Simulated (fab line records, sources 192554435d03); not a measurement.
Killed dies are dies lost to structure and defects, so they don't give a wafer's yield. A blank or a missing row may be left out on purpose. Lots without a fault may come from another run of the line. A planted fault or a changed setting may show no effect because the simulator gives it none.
Chamber matching | flow n5_finfet | N5_BEOL_M7_ETCH_72 on rie_diel-06: 4 sister chambers
The step etches underlayer in N2/H2, target depth 6.5 nm, time 5.2 s. 8 wafers are shown with their chamber, then 11 later ones without.

WAFERS WITH THEIR CHAMBER
wafer  | chamber | drypump_motor_current_A (A) | showerhead_plenum_p_Torr (Torr)
L080.3 | 0       | 6.1                         | 2.58
L083.5 | 2       | 5.4                         | 2.54
L086.2 | 2       | 5.4                         | 2.54
L086.6 | 3       | 5.4                         | 2.68
L090.1 | 3       | 5.4                         | 2.67
L090.3 | 1       | 5.5                         | 2.49
L090.5 | 0       | 6.0                         | 2.57
L091.2 | 1       | 5.5                         | 2.49

WAFERS WITHOUT THEIR CHAMBER
wafer  | drypump_motor_current_A (A) | showerhead_plenum_p_Torr (Torr)
L091.4 | 5.4                         | 2.54
L091.6 | 6.1                         | 2.57
L094.1 | 5.5                         | 2.49
L094.2 | 6.0                         | 2.57
L094.3 | 5.3                         | 2.53
L094.4 | 5.4                         | 2.67
L094.5 | 6.1                         | 2.57
L094.6 | 5.4                         | 2.67
L097.3 | 5.4                         | 2.67
L097.5 | 5.4                         | 2.67
L097.6 | 6.1                         | 2.57

WHICH CHAMBER EACH WENT THROUGH
wafer  | from the rows above | in truth
L091.4 | 2                   | 2
L091.6 | 0                   | 0
L094.1 | 1                   | 1
L094.2 | 0                   | 0
L094.3 | 2                   | 2
L094.4 | 3                   | 3
L094.5 | 0                   | 0
L094.6 | 3                   | 3
L097.3 | 3                   | 3
L097.5 | 3                   | 3
L097.6 | 0                   | 0
Placed correctly: 11 of 11. Can't be placed from these rows: 0. Placed wrongly: 0.
How it was worked out, from the rows above alone: a wafer's distance from a chamber is the root of the sum, over the readings, of the square of ((its reading less the chamber's mean) divided by the reading's scatter). The wafer belongs to the nearest chamber; if the next one is less than 2 further off, it can't be placed. A chamber's mean is the mean of its shown wafers. The scatter: the root of (the sum of the squares of (reading less its chamber's mean) over the shown wafers, divided by (wafers less chambers)).
